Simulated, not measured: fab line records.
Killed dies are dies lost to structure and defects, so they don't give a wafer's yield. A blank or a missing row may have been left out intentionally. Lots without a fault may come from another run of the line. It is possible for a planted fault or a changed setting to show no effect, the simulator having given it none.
Which tool was responsible? ; flow nandHarc ; 33 wafers from 11 lots sampled at 5 of the route's 1302 steps

== WHAT THE GAUGES SHOWED, per wafer ==
NHARC_END_SORT_01.
lot;measured;on;killedAtArray
L449;day 30 20:09;prober-01;85 324 78
L447;day 30 04:33;prober-01;61 359 74

== WHICH TOOL RAN EACH LOT (tool, then ch and the chambers of the sampled wafers, then the start) ==
lot;NHARC_A_CHANNEL_HOLE_D2_ETCH_16;NHARC_A_CHANNEL_HOLE_D2_ETCH_20;NHARC_A_CHANNEL_HOLE_D2_ETCH_22;NHARC_A_CHANNEL_HOLE_D2_ETCH_24
L435;rieDiel-01 ch 1,2, day 13 15:16;harEtch-01 ch 0,1, day 13 16:05;harEtch-01 ch 0,1, day 13 16:53;harEtch-01 ch 0,1, day 13 18:11
L434;rieDiel-13 ch 1,3, day 13 15:29;harEtch-02 ch 0,1, day 13 17:28;harEtch-02 ch 0,1, day 13 18:19;harEtch-02 ch 0,1, day 13 19:39
L436;rieDiel-01 ch 1,2,3, day 14 11:15;harEtch-01 ch 0,1, day 14 12:01;harEtch-01 ch 0,1, day 14 12:46;harEtch-01 ch 0,1, day 14 14:02
L437;rieDiel-01 ch 1,3, day 14 22:23;harEtch-01 ch 0,1, day 15 01:00;harEtch-01 ch 0,1, day 15 01:47;harEtch-01 ch 0,1, day 15 03:05
L440;rieDiel-02 ch 0,1,2, day 15 13:04;harEtch-01 ch 0,1, day 15 13:58;harEtch-01 ch 0,1, day 15 14:43;harEtch-01 ch 0,1, day 15 15:59
L441;rieDiel-13 ch 1,3, day 16 00:04;harEtch-01 ch 0,1, day 16 00:56;harEtch-01 ch 0,1, day 16 01:43;harEtch-01 ch 0,1, day 16 03:00
L449;rieDiel-01 ch 1,3, day 19 06:11;harEtch-01 ch 0,1, day 19 06:53;harEtch-01 ch 0,1, day 19 07:39;harEtch-01 ch 0,1, day 19 08:55
L447;rieDiel-01 ch 0,2,3, day 19 08:08;harEtch-01 ch 0,1, day 19 11:04;harEtch-01 ch 0,1, day 19 11:49;harEtch-01 ch 0,1, day 19 13:05
L454;rieDiel-01 ch 1,3, day 21 21:07;harEtch-02 ch 0,1, day 21 21:56;harEtch-02 ch 0,1, day 21 22:43;harEtch-02 ch 0,1, day 22 00:01
L456;rieDiel-02 ch 1,2,3, day 21 23:21;harEtch-01 ch 0,1, day 22 01:41;harEtch-01 ch 0,1, day 22 02:26;harEtch-01 ch 0,1, day 22 03:41
L457;rieDiel-01 ch 0,1,2, day 22 19:24;harEtch-02 ch 0,1, day 22 20:06;harEtch-02 ch 0,1, day 22 20:54;harEtch-02 ch 0,1, day 22 22:11
- NHARC_A_CHANNEL_HOLE_D2_ETCH_16: etches the open film in O2/COS, target depth 3100 nm, time 806 s.
- NHARC_A_CHANNEL_HOLE_D2_ETCH_20: etches the open film in C4F8/O2/Ar, time 361.9 s, target depth 1600 nm.
- NHARC_A_CHANNEL_HOLE_D2_ETCH_22: etches the open film in C4F8/O2/Ar, time 666.7 s, target depth 1600 nm.
- NHARC_A_CHANNEL_HOLE_D2_ETCH_24: etches the open film in C4F8/O2/Ar, time 906.2 s, target depth 1500 nm.

== THE ANSWER, worked out from the rows above alone ==
Rule: what is usual is taken from the lots themselves. Put in order of their means at a reading, lots are off if they are a third of the lots or fewer, leave a main group of 4 or more, and stand apart from it by a gap of 3 or more times the standard deviation of the main group's means; of several such gaps the widest counts. If all means in a main group match to the digits the tables above print for the reading, that group is not used. A lot without any number at a reading at which 4 lots or more have one is off too. All remaining lots with rows at the step are treated as sound.
No lot is off on any of the readings shown, so nothing can be concluded from this.

== WHAT WAS PUT IN BY THE SIMULATOR ==
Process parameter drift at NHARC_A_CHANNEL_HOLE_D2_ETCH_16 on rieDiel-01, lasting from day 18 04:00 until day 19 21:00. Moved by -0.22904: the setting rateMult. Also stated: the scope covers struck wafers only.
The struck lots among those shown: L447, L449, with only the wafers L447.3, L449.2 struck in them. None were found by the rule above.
